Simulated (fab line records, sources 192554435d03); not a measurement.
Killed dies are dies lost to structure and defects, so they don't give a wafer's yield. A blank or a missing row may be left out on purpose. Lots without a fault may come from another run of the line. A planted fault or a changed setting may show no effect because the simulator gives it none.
Split-lot experiment | flow n5_finfet | 7 lots, 39 wafers read, on a route of 1938 steps

THE SPLIT
At N5_GATE_CUT_EXPOSE_10 (exposes mask GATE CUT, target cd 20 nm), the setting dose_mj was moved away from the recipe's 43.25 on 9 of the 39 wafers read, by -6.0% to +5.2%. The other wafers ran this setting at the recipe's value.

FROM THE SPLIT TO THE READING: what the file shows between them, 2 steps
- N5_GATE_CUT_PEB_11: peb time 60 s
- N5_GATE_CUT_DEVELOP_12: develop time 30 s

THE READING
cd_nm, in nm, at N5_GATE_CUT_CD_MEAS_13 (target cd 20 nm). Fault-free wafers of this fab line usually give 20.12 nm, standard deviation 0.25 nm.

wafer  | tool, chamber at the split | dose_mj as run | against the recipe | cd_nm, nm | against lot-mates on the recipe
L074.1 | euv_scanner-01, 0          | 43.25          | recipe             | 20.55     | -
L074.2 | euv_scanner-01, 0          | 44.53          | +3.0%              | 20.91     | +0.52
L074.3 | euv_scanner-01, 0          | 43.25          | recipe             | 20.11     | -
L074.4 | euv_scanner-01, 0          | 43.25          | recipe             | 20.50     | -
L074.5 | euv_scanner-01, 0          | 44.53          | +3.0%              | 21.02     | +0.63
L074.6 | euv_scanner-01, 0          | 44.53          | +3.0%              | 20.90     | +0.51
L076.1 | euv_scanner-02, 0          | 43.25          | recipe             | 20.15     | -
L076.2 | euv_scanner-02, 0          | 43.25          | recipe             | 20.28     | -
L076.3 | euv_scanner-02, 0          | 43.25          | recipe             | 20.14     | -
L076.4 | euv_scanner-02, 0          | 43.25          | recipe             | 19.92     | -
L076.5 | euv_scanner-02, 0          | 43.25          | recipe             | 20.34     | -
L076.6 | euv_scanner-02, 0          | 43.25          | recipe             | 20.42     | -
L086.1 | euv_scanner-02, 0          | 43.25          | recipe             | 20.04     | -
L086.2 | euv_scanner-02, 0          | 43.25          | recipe             | 20.00     | -
L086.3 | euv_scanner-02, 0          | 43.25          | recipe             | 19.93     | -
L086.4 | euv_scanner-02, 0          | 43.25          | recipe             | 20.03     | -
L086.5 | euv_scanner-02, 0          | 43.25          | recipe             | 19.98     | -
L086.6 | euv_scanner-02, 0          | 43.25          | recipe             | 20.01     | -
L085.1 | euv_scanner-02, 0          | 45.52          | +5.2%              | 21.21     | +1.16
L085.2 | euv_scanner-02, 0          | 43.25          | recipe             | 20.06     | -
L085.3 | euv_scanner-02, 0          | 45.52          | +5.2%              | 21.60     | +1.55
L085.4 | euv_scanner-02, 0          | 43.25          | recipe             | 19.88     | -
L085.5 | euv_scanner-02, 0          | 43.25          | recipe             | 20.21     | -
L085.6 | euv_scanner-02, 0          | 45.52          | +5.2%              | 20.85     | +0.80
L090.2 | euv_scanner-01, 0          | 43.25          | recipe             | 20.33     | -
L090.3 | euv_scanner-01, 0          | 43.25          | recipe             | 19.84     | -
L090.5 | euv_scanner-01, 0          | 43.25          | recipe             | 20.54     | -
L095.1 | euv_scanner-01, 0          | 43.25          | recipe             | 19.83     | -
L095.2 | euv_scanner-01, 0          | 43.25          | recipe             | 20.15     | -
L095.3 | euv_scanner-01, 0          | 43.25          | recipe             | 20.01     | -
L095.4 | euv_scanner-01, 0          | 40.65          | -6.0%              | 18.38     | -1.62
L095.5 | euv_scanner-01, 0          | 40.65          | -6.0%              | 18.04     | -1.96
L095.6 | euv_scanner-01, 0          | 40.65          | -6.0%              | 18.51     | -1.49
L097.1 | euv_scanner-02, 0          | 43.25          | recipe             | 19.99     | -
L097.2 | euv_scanner-02, 0          | 43.25          | recipe             | 20.29     | -
L097.3 | euv_scanner-02, 0          | 43.25          | recipe             | 20.40     | -
L097.4 | euv_scanner-02, 0          | 43.25          | recipe             | 20.73     | -
L097.5 | euv_scanner-02, 0          | 43.25          | recipe             | 20.45     | -
L097.6 | euv_scanner-02, 0          | 43.25          | recipe             | 20.05     | -

THE FIT
A straight line over all 39 wafers: cd_nm changes by +0.263 nm for each +1% of dose_mj; r = +0.93; the points scatter about the line by 0.26 nm.
The same after taking each lot's own level away (the mean of its wafers on the recipe; 39 wafers): +0.249 nm for each +1%; r = +0.94; scatter 0.21 nm.
On that fit, the largest move of dose_mj shifts the reading by 1.5 nm.
The lots' own levels span 19.997 to 20.387 nm, that is 1.6 times the standard deviation above.
So the lot-to-lot level changes the slope little: the two slopes agree.
Check: with one of the wafers moved furthest among these (-6.0%) left out of the fit, the line predicts -1.51 nm for it against its lot-mates. It came out at -1.62 nm against them.

OTHER SPLITS ON THESE WAFERS
These wafers also went through other splits before the reading. Each is held against what the fit with the lots' levels taken away leaves over:
other split on the same wafers     | wafers away from the commonest value | r with cd_nm (lot level and that fit taken away)
N5_HKMG_FIN_CVD_62 target_thk_a    | 12                                   | -0.24
N5_GATE_CUT_ETCH_56 target_depth_a | 12                                   | -0.09
N5_GATE_CUT_HM_DEP_46 time_s       | 18                                   | -0.14

THE WHOLE CHAIN: every reading that the file lists as answering this split, in the file's order
step                   | what it does                                                       | reading                                                         | change (the file's fit)               | r (the file's)
N5_GATE_CUT_CD_MEAS_13 | target cd 20 nm                                                    | cd_nm                                                           | +0.248 nm for each +1% of the setting | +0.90
N5_GATE_CUT_DESCUM_18  | chemistry O2, time 7 s                                             | GATE_CUT.cd_nm (the simulator's own value, which no gauge read) | +0.236 nm for each +1% of the setting | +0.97
N5_GATE_CUT_ETCH_28    | etches underlayer in N2/H2, target depth 13 nm, time 10.4 s        | GATE_CUT.cd_nm (the simulator's own value, which no gauge read) | +0.23 nm for each +1% of the setting  | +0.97
N5_GATE_CUT_ETCH_37    | etches SOC in N2/H2, target depth 60 nm, overetch 12 nm, time 90 s | GATE_CUT.cd_nm (the simulator's own value, which no gauge read) | +0.251 nm for each +1% of the setting | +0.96

THE FILE'S OWN FIT
cd_nm changes by +0.248 nm for each +1% of dose_mj, r = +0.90.
